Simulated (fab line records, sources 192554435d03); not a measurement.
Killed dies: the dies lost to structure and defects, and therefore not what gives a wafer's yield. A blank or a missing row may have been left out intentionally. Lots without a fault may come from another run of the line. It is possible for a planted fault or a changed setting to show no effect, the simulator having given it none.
fab line records | flow n5-finfet
record: lots: 12 wafers: 33 last-day: 17
route steps=1938 shown BEOL_M4@1106 BEOL_M5@1115 PASSIVATION@1936
lots with no fault: from the same line, run without faults
start-h: hours from the record's opening day to when the first of the lot's shown wafers began | wait-h: hours from the lot's prior step to this one | " as in the row above | L1.1+2: several wafers, shown together as one row | - no value present, or no start provided | * or withheld: withheld | < > ~ a bound
route shown NAME@n: a module of which the file shows steps, and the number in the route of the first | usual: the fault-free wafers' mean and standard deviation | same: alike in all rows | chamber/n: place in a boat | sites: per-site readings | _std_site: the values' standard deviation | _edge_site: outer sites' mean less inner sites' | radius-mm: for every site, how far away it sits from the centre of the wafer | mask NAME#n: copy n | behind: the tool/chamber that last shaped the wafer | hold: why the lot was held/for how many hours/how that ended | device: the transistor (n, p or np) that didn't switch | end of line: the route-end tests of the same wafers | a step with no rows: only its recipe | killed: dies lost to structure and defects at the first sort, not the wafer's yield | map: shows each die of a wafer: x if killed, . if not, _ if none is there
set.NAME: the setting the step ran with; set.NAME@STEP: the setting that earlier step ran with | model.NAME: the simulator's own value behind a step, which no gauge read
one table for each step of the route and one row for each wafer, over a sample of lots
services: the hour from which a tool's chamber was out of use, counted from the record's first day as start-h (under 0 if before that day), plus the number of hours and why
== steps ==
step: N5_BEOL_M4_CO_CAP_55
recipe: material: Co target-thk-a: 20 temp-c: 200 precursor: CCTBA/H2 pressure-torr: 30 time-s: 102.1
usual: chamber-pressure-Torr: 30.01/0.067 heater-power-w: 223/14
columns lot.wafer tool chamber start-h wait-h chamber-pressure-Torr heater-power-w
L826.3 cvd-co-01 2 159.41 0.0 29.96 227
L826.5 " 1 " " 30.13 196
L826.6 " 0 " " 30.05 206
L828.2 cvd-co-02 0 179.65 0.0 30.05 223
L828.5 " 1 " " 30.04 235
L828.6 " 0 " " 29.88 222
L832.4 cvd-co-02 0 204.49 0.0 30.03 225
L832.6 " 2 " " 30.02 236
L834.4 cvd-co-01 2 205.96 0.0 29.94 224
L834.5 " 0 " " 29.90 210
L834.6 " 1 " " 29.97 197
L833.2 cvd-co-02 1 209.36 0.0 30.08 238
L833.4 " 1 " " 29.96 237
L836.2 cvd-co-02 1 222.02 0.0 30.07 241
L836.3 " 0 " " 30.02 226
L836.6 " 2 " " 30.07 238
L837.1 cvd-co-01 0 229.04 0.0 30.01 217
L837.2 " 2 " " 30.07 229
L837.4 " 0 " " 29.95 217
L841.1 cvd-co-02 1 245.20 0.0 29.96 242
L841.4 " 0 " " 30.10 229
L841.6 " 2 " " 29.94 239
L843.2 cvd-co-01 1 261.44 0.0 29.98 193
L843.4 " 0 " " 30.01 208
L843.6 " 2 " " 29.90 234
L846.2 cvd-co-01 1 280.74 0.0 30.00 196
L846.4 " 1 " " 29.95 196
L847.2 cvd-co-02 0 295.25 0.0 29.97 226
L847.3 " 1 " " 29.93 237
L847.4 " 2 " " 30.06 232
L848.2 cvd-co-02 2 297.62 0.0 29.96 227
L848.3 " 0 " " 30.11 220
L848.6 " 1 " " 30.00 245
step: N5_BEOL_M4_DEP_57
recipe: material: SiCN target-thk-a: 80 temp-c: withheld precursor: 3MS/NH3 pressure-torr: 3 rf-w: 202 time-s: 14
usual: chamber-pressure-Torr: 3.000/0.0073 showerhead-plenum-p-Torr: 3.659/0.0096 showerhead-vpp-V: 879/40 throttle-valve-pct: 9.2/0.54
columns lot.wafer tool chamber start-h wait-h chamber-pressure-Torr showerhead-plenum-p-Torr showerhead-vpp-V throttle-valve-pct
L826.3 pecvd-01 1 159.56 0.0 3.000 3.650 866 10.2
L826.5 " 1 " " 2.996 3.658 857 10.0
L826.6 " 2 " " 3.003 3.665 881 8.5
L828.2 pecvd-03 2 179.77 0.0 3.004 3.652 944 8.8
L828.5 " 0 " " 2.995 3.648 878 9.5
L828.6 " 2 " " 3.000 3.650 936 9.1
L832.4 pecvd-02 1 204.60 0.0 2.997 3.680 852 9.4
L832.6 " 0 " " 2.999 3.636 932 9.5
L834.4 pecvd-02 1 206.07 0.0 2.997 3.670 863 9.4
L834.5 " 0 " " 3.004 3.640 936 9.3
L834.6 " 1 " " 2.999 3.680 870 9.5
L833.2 pecvd-03 2 209.49 0.0 3.006 3.652 941 8.7
L833.4 " 2 " " 3.001 3.644 930 9.1
L836.2 pecvd-01 2 222.14 0.0 3.001 3.668 869 8.4
L836.3 " 1 " " 2.999 3.652 863 10.2
L836.6 " 0 " " 2.995 3.661 825 9.1
L837.1 pecvd-01 2 229.17 0.0 3.004 3.663 877 8.3
L837.2 " 0 " " 3.003 3.667 821 9.2
L837.4 " 1 " " 3.001 3.661 831 10.1
L841.1 pecvd-03 1 245.32 0.0 3.016 3.662 876 9.4
L841.4 " 1 " " 3.006 3.650 881 9.6
L841.6 " 0 " " 3.005 3.659 870 9.6
L843.2 pecvd-01 2 261.56 0.0 3.002 3.669 877 8.3
L843.4 " 2 " " 3.004 3.666 871 8.3
L843.6 " 0 " " 3.008 3.662 815 9.1
L846.2 pecvd-01 2 280.86 0.0 2.996 3.677 865 8.4
L846.4 " 0 " " 2.992 3.659 816 9.1
L847.2 pecvd-03 0 295.37 0.0 2.984 3.639 876 9.7
L847.3 " 1 " " 3.002 3.667 871 9.4
L847.4 " 0 " " 3.008 3.658 867 9.6
L848.2 pecvd-03 1 297.73 0.0 3.008 3.670 880 9.4
L848.3 " 0 " " 2.996 3.666 893 9.3
L848.6 " 1 " " 2.998 3.645 858 9.4
step: N5_BEOL_M5_PECVD_70
recipe: material: SiO2 target-thk-a: 160 temp-c: 400 precursor: TEOS/O2 pressure-torr: 5.5 rf-w: 450 teos-flow-sccm: 53.8 gas: O2 flow-sccm: 3000 time-s: 18
usual: chamber-pressure-Torr: 5.501/0.012 heater-power-w: 732/90 showerhead-plenum-p-Torr: 8.75/0.036 showerhead-vpp-V: 1300/50 throttle-valve-pct: 22.7/1.7
columns lot.wafer tool chamber start-h wait-h chamber-pressure-Torr heater-power-w showerhead-plenum-p-Torr showerhead-vpp-V throttle-valve-pct
L826.3 pecvd-01 0 161.27 0.0 5.491 794 8.79 1208 22.0
L826.5 " 1 " " 5.488 676 8.77 1253 24.8
L826.6 " 2 " " 5.509 590 8.79 1310 20.6
L828.2 pecvd-03 1 181.46 0.0 5.502 862 8.71 1303 23.2
L828.5 " 0 " " 5.488 865 8.77 1318 23.4
L828.6 " 2 " " 5.486 681 8.71 1399 21.6
L832.4 pecvd-01 0 206.32 0.1 5.521 859 8.78 1201 22.6
L832.6 " 1 " " 5.507 671 8.72 1270 24.8
L834.4 pecvd-03 2 208.29 0.1 5.522 676 8.73 1422 21.9
L834.5 " 2 " " 5.517 677 8.72 1380 21.7
L834.6 " 0 " " 5.502 855 8.74 1316 23.3
L833.2 pecvd-01 1 211.21 0.0 5.481 672 8.74 1272 24.7
L833.4 " 0 " " 5.508 760 8.75 1225 22.3
L836.2 pecvd-04 1 223.83 0.0 5.502 876 8.81 1355 25.8
L836.3 " 2 " " 5.504 644 8.73 1278 20.8
L836.6 " 0 " " 5.487 708 8.65 1309 22.5
L837.1 pecvd-03 1 234.22 0.0 5.500 829 8.73 1320 23.1
L837.2 " 0 " " 5.499 878 8.73 1288 23.4
L837.4 " 2 " " 5.505 736 8.70 1411 21.7
L841.1 pecvd-04 1 247.02 0.0 5.501 833 8.80 1368 25.7
L841.4 " 0 " " 5.493 693 8.65 1323 22.7
L841.6 " 1 " " 5.508 850 8.80 1324 25.6
L843.2 pecvd-04 2 263.25 0.0 5.512 776 8.73 1298 20.8
L843.4 " 2 " " 5.506 771 8.75 1297 21.0
L843.6 " 1 " " 5.506 820 8.81 1356 25.9
L846.2 pecvd-01 2 282.56 0.0 5.493 609 8.76 1322 20.9
L846.4 " 2 " " 5.518 616 8.80 1304 20.4
L847.2 pecvd-03 0 297.08 0.0 5.507 850 8.72 1320 23.1
L847.3 " 1 " " 5.487 751 8.75 1304 23.0
L847.4 " 2 " " 5.504 648 8.74 1411 22.1
L848.2 pecvd-01 0 299.42 0.0 5.511 881 8.78 1229 22.6
L848.3 " 2 " " 5.514 658 8.78 1303 20.7
L848.6 " 0 " " 5.516 915 8.80 1238 22.7
step: N5_BEOL_M5_COAT_74
recipe: resist: underlayer temp-c: 205 time-s: 60 spin-rpm: 1500 resist-thk-nm: 5
usual: spin-speed-rpm: 1500.0/1.2
columns lot.wafer tool chamber start-h wait-h spin-speed-rpm
L826.3 litho-track-03 0 163.85 - 1500.8
L826.5 " 0 " " 1500.9
L826.6 " 0 " " 1501.8
L828.2 litho-track-04 0 182.65 - 1499.4
L828.5 " 0 " " 1499.4
L828.6 " 0 " " 1500.9
L832.4 litho-track-04 0 207.42 - 1500.5
L832.6 " 0 " " 1498.4
L834.4 litho-track-04 0 210.45 - 1500.8
L834.5 " 0 " " 1501.1
L834.6 " 0 " " 1499.9
L833.2 litho-track-04 0 213.04 - 1499.2
L833.4 " 0 " " 1501.5
L836.2 litho-track-03 0 225.60 - 1499.7
L836.3 " 0 " " 1499.5
L836.6 " 0 " " 1498.9
L837.1 litho-track-04 0 236.45 - 1677.7
L837.2 " 0 " " 1677.4
L837.4 " 0 " " 1677.9
L841.1 litho-track-04 0 250.28 - 1677.9
L841.4 " 0 " " 1677.7
L841.6 " 0 " " 1677.6
L843.2 litho-track-02 0 265.04 - 1498.4
L843.4 " 0 " " 1499.0
L843.6 " 0 " " 1499.6
L846.2 litho-track-02 0 284.61 - 1501.9
L846.4 " 0 " " 1500.1
L847.2 litho-track-03 0 299.21 - 1500.7
L847.3 " 0 " " 1498.9
L847.4 " 0 " " 1499.8
L848.2 litho-track-04 0 313.30 - 1498.8
L848.3 " 0 " " 1500.5
L848.6 " 0 " " 1498.8
step: N5_PASSIVATION_PROBE_49
usual: defect-limited-yield: 91.5/1.5 killed_at_M0_to_M3: 32/9.4 killed_at_M4_up: 12/5.1 killed-at-contacts: 11/7.4 killed-at-front-end: 41/11 killed-at-other: 3.4/2.5 killed-dies: 100/17 killed-on-rim: 13/4.4 killed-open: 65/14 killed-short: 33/7 sort_bin_5_function: 4.9/0.96 sort_bin_6_memory: 3.1/0.7 sort_bin_8_speed: 0.00/0.01 sort-n-pass: 1080/17 sort-yield-pct: 91.5/1.5
same: gross-dies: 1180 killed-at-back-side: 0 sort_bin_4_leakage[%]: 0
columns lot.wafer tool chamber start-h wait-h defect-limited-yield[%] killed_at_M0_to_M3 killed_at_M4_up killed-at-contacts killed-at-front-end killed-at-other killed-dies killed-on-rim killed-open killed-short sort_bin_5_function[%] sort_bin_6_memory[%] sort_bin_8_speed[%] sort-n-pass sort-yield-pct[%]
L826.3 prober-02 - 264.57 0.1 91.5 27 12 17 37 7 100 11 65 35 4.5 3.7 0 1080 91.5
L826.5 prober-02 - 264.67 0.2 92.5 15 10 8 50 6 89 12 58 31 4.6 2.9 0 1091 92.5
L826.6 prober-02 - 264.72 0.3 92.5 25 9 4 45 6 89 17 54 26 4.2 2.4 0 1091 92.5
L834.4 prober-02 - 300.84 0.2 91.9 29 10 10 43 4 96 14 62 31 4.9 2.8 0 1084 91.9
L834.5 prober-02 - 300.89 0.2 92.5 19 10 12 45 3 89 16 50 38 4.5 2.6 0 1091 92.5
L834.6 prober-02 - 300.94 0.3 93.3 23 4 6 42 4 79 9 49 30 3.9 2.4 0 1101 93.3
L833.2 prober-02 - 304.45 0.1 92.4 30 7 16 36 1 90 9 59 30 4.3 3.1 0 1090 92.4
L833.4 prober-02 - 304.55 0.2 92.3 34 12 7 37 1 91 8 62 28 5.1 2.5 0 1089 92.3
L836.2 prober-02 - 317.66 0.1 89.7 39 19 20 44 0 122 17 83 39 5.4 4.3 0 1058 89.7
L836.3 prober-02 - 317.71 0.1 90.4 45 14 18 35 1 113 13 80 33 5.2 4.0 0 1067 90.4
L836.6 prober-02 - 317.86 0.3 89.5 44 13 13 54 0 124 7 85 37 5.8 4.7 0 1056 89.5
L837.1 prober-01 - 327.45 0.0 91.5 21 20 8 45 6 100 8 61 38 5.5 2.5 0 1080 91.5
L837.2 prober-01 - 327.50 0.1 91.4 36 8 5 48 4 101 6 64 35 4.7 3.2 0 1079 91.4
L837.4 prober-01 - 327.60 0.2 92.4 22 9 16 41 2 90 12 62 28 4.8 2.5 0 1090 92.4
L843.2 prober-01 - 351.85 0.1 90.9 25 6 16 55 5 107 16 73 26 3.9 4.3 0 1073 90.9
L843.4 prober-01 - 351.95 0.2 90.4 33 11 19 49 1 113 14 68 37 4.8 3.6 0 1067 90.4
L843.6 prober-01 - 352.05 0.3 91.1 32 7 16 46 4 105 14 66 35 5.0 3.1 0 1075 91.1
L846.2 prober-01 - 385.22 0.1 91.1 37 12 6 45 5 105 15 68 35 5.2 3.6 0 1075 91.1
L846.4 prober-01 - 385.32 0.2 91.9 32 17 6 35 6 96 16 54 39 4.8 2.6 0 1084 91.9
killed by level:class
L826.3 MOL_CONTACT_COAG:geometric-particle:open=17 FIN_SAQP:geometric-particle:short=10 BEOL_M2:geometric-particle:open=10 STI_FIN_REVEAL:geometric-particle:open=8 BEOL_M0_SAQP:geometric-particle:short=8 STARTING-WAFER:geometric-particle:open=5 GATE_CUT:geometric-particle:short=4 BEOL_M0_SAQP:geometric-particle:open=4
L826.5 FIN_SAQP:geometric-particle:short=14 DUMMY_GATE:geometric-particle:open=9 BEOL_M2:geometric-particle:open=9 MOL_CONTACT_COAG:geometric-particle:open=7 FIN_SAQP:geometric-particle:open=6 STI_FIN_REVEAL:geometric-particle:open=4 GATE_CUT:geometric-particle:open=4 GATE_CUT:geometric-particle:short=4
L826.6 BEOL_M2:geometric-particle:open=10 HKMG_FIN:area-etch=9 BEOL_M3:geometric-particle:open=7 FIN_SAQP:geometric-particle:open=6 STI_FIN_REVEAL:geometric-particle:open=6 GATE_CUT:geometric-particle:short=6 FIN_SAQP:geometric-particle:short=5 STARTING-WAFER:geometric-particle:open=5
L834.4 BEOL_M0_SAQP:geometric-particle:open=10 ILD0:geometric-particle:open=9 BEOL_M0_SAQP:geometric-particle:short=9 MOL_CONTACT_COAG:geometric-particle:open=8 DUMMY_GATE:geometric-particle:open=7 ILD0:geometric-particle:short=6 STARTING-WAFER:geometric-particle:open=5 STI_FIN_REVEAL:geometric-particle:short=3
L834.5 DUMMY_GATE:geometric-particle:open=10 MOL_CONTACT_COAG:geometric-particle:open=10 FIN_SAQP:geometric-particle:short=8 FIN_SAQP:geometric-particle:open=6 BEOL_M0_SAQP:geometric-particle:open=6 BEOL_M0_SAQP:geometric-particle:short=6 ILD0:geometric-particle:short=4 GATE_CUT:geometric-particle:short=3
L834.6 FIN_SAQP:geometric-particle:open=8 DUMMY_GATE:geometric-particle:open=8 GATE_CUT:geometric-particle:short=7 MOL_CONTACT_COAG:geometric-particle:open=5 BEOL_M1:geometric-particle:open=5 STI_FIN_REVEAL:geometric-particle:open=4 BEOL_M0_SAQP:geometric-particle:short=4 BEOL_M0_SAQP:geometric-particle:open=4
L833.2 MOL_CONTACT_COAG:geometric-particle:open=12 FIN_SAQP:geometric-particle:open=9 FIN_SAQP:geometric-particle:short=9 BEOL_M3:geometric-particle:open=8 BEOL_M1:geometric-particle:open=6 BEOL_M0_SAQP:geometric-particle:open=6 BEOL_M3:geometric-particle:short=5 STI_FIN_REVEAL:geometric-particle:open=4
L833.4 FIN_SAQP:geometric-particle:open=11 FIN_SAQP:geometric-particle:short=10 BEOL_M2:geometric-particle:open=10 MOL_CONTACT_COAG:geometric-particle:open=5 DUMMY_GATE:geometric-particle:open=5 BEOL_M0_SAQP:geometric-particle:open=5 BEOL_M0:geometric-particle:open=5 BEOL_M4:geometric-particle:short=5
L836.2 MOL_CONTACT_COAG:geometric-particle:open=14 STI_FIN_REVEAL:geometric-particle:open=9 BEOL_M0_SAQP:geometric-particle:short=7 BEOL_M2:geometric-particle:open=7 BEOL_M4:geometric-particle:open=7 DUMMY_GATE:geometric-particle:open=6 MOL_CONTACT_COAG:geometric-particle:short=6 FIN_SAQP:geometric-particle:short=5
L836.3 MOL_CONTACT_COAG:geometric-particle:open=15 BEOL_M3:geometric-particle:open=12 BEOL_M1:geometric-particle:open=11 FIN_SAQP:geometric-particle:open=10 STI_FIN_REVEAL:geometric-particle:open=8 BEOL_M0_SAQP:geometric-particle:short=5 BEOL_M0_SAQP:geometric-particle:open=5 BEOL_M1:geometric-particle:short=5
L836.6 FIN_SAQP:geometric-particle:open=13 MOL_CONTACT_COAG:geometric-particle:open=13 BEOL_M1:geometric-particle:open=11 BEOL_M1:geometric-particle:short=8 STI_FIN_REVEAL:geometric-particle:open=7 ILD0:geometric-particle:open=7 BEOL_M0_SAQP:geometric-particle:short=7 BEOL_M2:geometric-particle:open=5
L837.1 FIN_SAQP:geometric-particle:open=10 STI_FIN_REVEAL:geometric-particle:open=10 FIN_SAQP:geometric-particle:short=9 BEOL_M4:geometric-particle:open=8 MOL_CONTACT_COAG:geometric-particle:open=6 BEOL_M0_SAQP:geometric-particle:open=4 BEOL_M3:geometric-particle:open=4 BEOL_M4:geometric-particle:short=4
L837.2 FIN_SAQP:geometric-particle:open=12 STI_FIN_REVEAL:geometric-particle:open=11 FIN_SAQP:geometric-particle:short=9 BEOL_M2:geometric-particle:open=9 BEOL_M3:geometric-particle:open=6 BEOL_M0_SAQP:geometric-particle:short=5 GATE_CUT:geometric-particle:short=4 DUMMY_GATE:geometric-particle:open=3
L837.4 MOL_CONTACT_COAG:geometric-particle:open=12 STI_FIN_REVEAL:geometric-particle:open=11 FIN_SAQP:geometric-particle:open=7 BEOL_M0_SAQP:geometric-particle:open=6 DUMMY_GATE:geometric-particle:open=5 FIN_SAQP:geometric-particle:short=4 ILD0:geometric-particle:short=4 MOL_CONTACT_COAG:geometric-particle:short=4
L843.2 FIN_SAQP:geometric-particle:open=15 MOL_CONTACT_COAG:geometric-particle:open=13 BEOL_M3:geometric-particle:open=12 FIN_SAQP:geometric-particle:short=8 HKMG_FIN:area-etch=7 STI_FIN_REVEAL:geometric-particle:open=6 BEOL_M2:geometric-particle:open=5 GATE_CUT:geometric-particle:open=4
L843.4 MOL_CONTACT_COAG:geometric-particle:open=14 FIN_SAQP:geometric-particle:short=11 BEOL_M2:geometric-particle:open=8 HKMG_FIN:area-etch=8 STI_FIN_REVEAL:geometric-particle:open=7 BEOL_M3:geometric-particle:open=7 MOL_CONTACT_COAG:geometric-particle:short=5 BEOL_M0_SAQP:geometric-particle:short=5
L843.6 STI_FIN_REVEAL:geometric-particle:open=20 MOL_CONTACT_COAG:geometric-particle:open=11 BEOL_M0_SAQP:geometric-particle:short=10 BEOL_M0_SAQP:geometric-particle:open=8 GATE_CUT:geometric-particle:short=5 MOL_CONTACT_COAG:geometric-particle:short=5 BEOL_M3:geometric-particle:open=5 FIN_SAQP:geometric-particle:open=3
L846.2 FIN_SAQP:geometric-particle:open=9 BEOL_M3:geometric-particle:open=9 BEOL_M0_SAQP:geometric-particle:short=9 STI_FIN_REVEAL:geometric-particle:open=7 FIN_SAQP:geometric-particle:short=5 MOL_CONTACT_COAG:geometric-particle:open=5 BEOL_M1:geometric-particle:open=5 STARTING-WAFER:geometric-particle:short=5
L846.4 FIN_SAQP:geometric-particle:short=10 FIN_SAQP:geometric-particle:open=8 BEOL_M0_SAQP:geometric-particle:short=8 BEOL_M3:geometric-particle:open=7 BEOL_M2:geometric-particle:open=6 BEOL_M1:geometric-particle:open=5 GATE_CUT:geometric-particle:short=4 MOL_CONTACT_COAG:geometric-particle:open=4
== services ==
columns tool chamber start-h hours kind
pecvd-04 - 135.85 0.9 repair
cvd-co-02 - 136.33 2.8 pm
pecvd-03 0 146.19 21.5 repair
pecvd-04 1 148.80 8.8 repair
pecvd-01 0 155.28 4.9 repair
pecvd-04 - 157.10 2.5 repair
cvd-co-01 2 164.89 2.3 repair
pecvd-04 - 166.30 2.6 repair
pecvd-03 - 171.75 3.1 repair
pecvd-02 0 180.51 9.0 repair
pecvd-03 2 182.22 5.5 scheduled-down
pecvd-03 2 188.70 2.1 scheduled-down
pecvd-02 - 191.19 0.5 repair
pecvd-01 - 191.75 2.8 pm
cvd-co-01 0 192.50 9.5 repair
pecvd-03 1 206.10 6.1 repair
pecvd-04 - 238.23 0.5 repair
pecvd-02 - 250.62 2.8 pm
pecvd-04 0 251.52 12.3 repair
pecvd-03 - 271.33 1.2 repair
pecvd-02 - 290.31 6.1 repair
pecvd-02 1 298.53 6.5 repair
cvd-co-01 1 304.91 16.1 repair
pecvd-01 - 306.51 1.0 repair
== key ==
first-sign: step: N5_BEOL_M5_COAT_74 reading: spin-speed-rpm direction: up sigmas: 99+ usual: * struck: *
effect none on later readings
met-at N5_BEOL_M5_COAT_74
struck-lots L837,L841
not-acting-at N5_BEOL_M4_CO_CAP_55,N5_BEOL_M4_DEP_57,N5_BEOL_M5_PECVD_70
onset-between 213.04 236.45
fault: kind: process-parameter-drift tool: litho-track-04 chamber: - onset-h: 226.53 steps: N5_BEOL_M5_COAT_74 channel: spin-rpm offset: * shape: step end-h: 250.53 acts-in: * stated: *
